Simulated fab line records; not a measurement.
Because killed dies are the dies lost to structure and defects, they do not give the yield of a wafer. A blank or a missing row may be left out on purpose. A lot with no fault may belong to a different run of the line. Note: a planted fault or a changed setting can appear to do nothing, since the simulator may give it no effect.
Matching of chambers ; flow n5_finfet ; N5_MOL_CONTACT_COAG_ALD_27 on ald_sin-01 has 4 sister chambers
The step deposits SiOC, target thk 17 nm, pulse time 1.5 s, time 2720 s. 14 wafers are shown with their chamber, then 7 later ones without.

WAFERS WITH THEIR CHAMBER
wafer;chamber;heater_power_w (W);heater_power_outer_w (W);precursor_pulse_height_rel
L850.2;2;849;547;1.008
L850.3;1;907;622;0.979
L850.5;1;902;622;0.998
L853.1;0;926;638;0.986
L853.2;3;1004;594;1.048
L853.3;2;837;522;0.984
L854.2;3;976;602;1.007
L854.4;2;852;542;0.991
L854.6;3;994;611;1.020
L856.2;1;915;614;1.008
L856.3;0;933;656;0.984
L856.5;2;834;538;0.998
L855.1;0;913;637;0.999
L855.2;1;909;624;0.982

SIGNATURES (averages over the wafers above)
reading;chamber 0;chamber 1;chamber 2;chamber 3;scatter within a chamber
heater_power_w;924.00;908.25;843.00;991.33;9.64
heater_power_outer_w;643.67;620.50;537.25;602.33;8.85
precursor_pulse_height_rel;0.98967;0.99175;0.99525;1.02500;0.0137
Rule: distance of a wafer from a chamber = root of the sum over the readings of ((wafer's reading minus chamber's mean) / reading's scatter) squared. If the next closest chamber is less than 2 further off than the closest, the wafer can't be placed; otherwise it belongs to the closest. How the scatter is found: for the shown wafers, subtract from each reading the mean of its chamber, square and add these, divide the total by (wafers less chambers), then take the root.

WAFERS MISSING THEIR CHAMBER
wafer;heater_power_w (W);heater_power_outer_w (W);precursor_pulse_height_rel
L855.6;931;646;1.016
L860.2;931;647;1.012
L860.3;902;632;0.969
L860.6;824;542;0.988
L867.4;861;533;1.031
L867.5;1012;618;0.996
L867.6;829;556;1.008

THE CHAMBER EACH PASSED THROUGH
wafer;from the rows above;in truth
L855.6;0;0
L860.2;0;0
L860.3;can't be placed: 1 or 0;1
L860.6;2;2
L867.4;2;2
L867.5;3;3
L867.6;2;2
Correct placement for 6 of the 7. From these rows, 1 cannot be placed; in 1 the true chamber is one of the candidates. Number placed wrongly: 0.
